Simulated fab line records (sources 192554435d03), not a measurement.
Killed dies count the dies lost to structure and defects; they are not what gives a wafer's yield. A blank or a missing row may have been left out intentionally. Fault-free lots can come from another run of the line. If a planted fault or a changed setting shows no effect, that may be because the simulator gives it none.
Struck lot and sound lot, side by side | flow n5_finfet | 16 steps out of a route of 1938
Sound: wafers L508.3, L508.4, L508.6. Struck: wafer L523.3 (left out: L523.4, a lot-mate that was not struck); the cause follows at the end.
Per side, at each step with rows, come the tool, then ch with its chambers, and then its first start. Under that, the readings that differ: sound wafers | struck wafers | difference of the means | sigmas: that difference in standard deviations of wafers without a fault.
alike: readings with means less than 2 such deviations apart, plus words and numbers identical on both sides. not compared: withheld readings, readings lacking a value on some wafer, bounds such as >300 that could conceal the same value, and numbers that have no deviation in the record and whose values overlap.
The two part at a step that has a row with sigmas, a row that says differs or no value, or rows on one side only. Non-overlapping numbers with no deviation appear without sigmas and do not part them. A reading that every wafer of one side lacks parts them only if that side has two wafers or more.

first, 4 steps without rows for these wafers: N5_BEOL_M8_HM_STRIP_39 (strips TiN in peroxide tin strip, target depth 25 nm, time 158 s); N5_BEOL_M8_SRD_40 (time 30 s); N5_BEOL_M8_PRECLEAN_42 (cleans in residue remover, time 60 s); N5_BEOL_M8_SRD_43 (time 30 s).
N5_BEOL_M8_CD_MEAS_35 targets a cd of 40 nm.
  sound on cd_sem-03, day 12 04:59; struck on cd_sem-01, day 16 00:58
  alike: cd_nm
N5_BEOL_M8_CURE_75: cures SiCOH lowk, time 120 s.
  sound on uv_cure-01 ch 0, day 12 05:08; struck on uv_cure-02 ch 2, day 16 01:06
  reading          | sound             | struck | difference | sigmas
  wafer_temp_C_max | 371.5 371.0 371.1 | 372.8  | +1.6       | +3
  alike: lamp_power_pct
N5_BEOL_M8_DEGAS_44: time 60 s.
  sound on pvd_sputter-01, day 12 05:25; struck on pvd_sputter-02, day 16 01:27
  alike: heater_power_w
then, 2 steps without rows for these wafers: N5_BEOL_M8_PRE_CLEAN_45 (time 30 s); N5_BEOL_M8_ALD_77 (deposits TaN, target thk 2 nm, pulse time 2 s, purge time 3 s).
N5_BEOL_M8_SURFACE_TREAT_79:
  sound on pvd_sputter-01, day 12 06:04; struck on pvd_sputter-03, day 16 02:06
  not compared: throttle_valve_pct
then, 1 step without rows for these wafers: N5_BEOL_M8_CVD_78 (deposits Co from CCTBA/H2, target thk 2 nm, time 142.3 s).
N5_BEOL_M8_SPUTTER_48: material Cu, target thk 10 nm, time 1.667 s.
  sound on pvd_sputter-01, day 12 06:29; struck on pvd_sputter-03, day 16 02:31
  alike: throttle_valve_pct
N5_BEOL_M8_ECD_50: material Cu, target thk 300 nm.
  sound on ecd_cu-02 ch 0,1, day 12 06:37; struck on ecd_cu-01 ch 0, day 16 02:40
  reading                                | sound           | struck | difference | sigmas
  model.Cu_of_BEOL_M8_ECD_50.thk_nm (nm) | 298.6 303 299.6 | 404    | +104       |
N5_BEOL_M8_ANNEAL_51: time 90 s.
  sound on rtp_anneal-02 ch 0, day 12 06:47; struck on rtp_anneal-02 ch 0, day 16 03:16
  alike: wafer_temp_C_max
N5_BEOL_M8_CMP_52: polishes, stops on SiCOH lowk, t overpolish 6.9 s, target thk 80 nm.
  sound on cmp-04 ch 1,2, day 12 06:59; struck on cmp-04 ch 3, day 16 03:33
  reading                | sound          | struck | difference | sigmas
  motor_current_A (A)    | 6.02 6.06 5.67 | 6.59   | +0.67      | +2
  time_to_endpoint_s (s) | 67.9 66.7 69.9 | 80.1   | +11.9      | +4
N5_BEOL_M8_THK_MEAS_53: measures by xrf.
  sound on film_metro-01, day 12 07:17; struck on film_metro-01, day 16 03:46
  alike: M8_THK

## WHERE THEY PART
At N5_BEOL_M8_CURE_75 first; at N5_BEOL_M8_CMP_52 last (within this record only). Later steps at which nothing parts them and some readings are alike: N5_BEOL_M8_THK_MEAS_53.

WHY: what had been put in by the simulator
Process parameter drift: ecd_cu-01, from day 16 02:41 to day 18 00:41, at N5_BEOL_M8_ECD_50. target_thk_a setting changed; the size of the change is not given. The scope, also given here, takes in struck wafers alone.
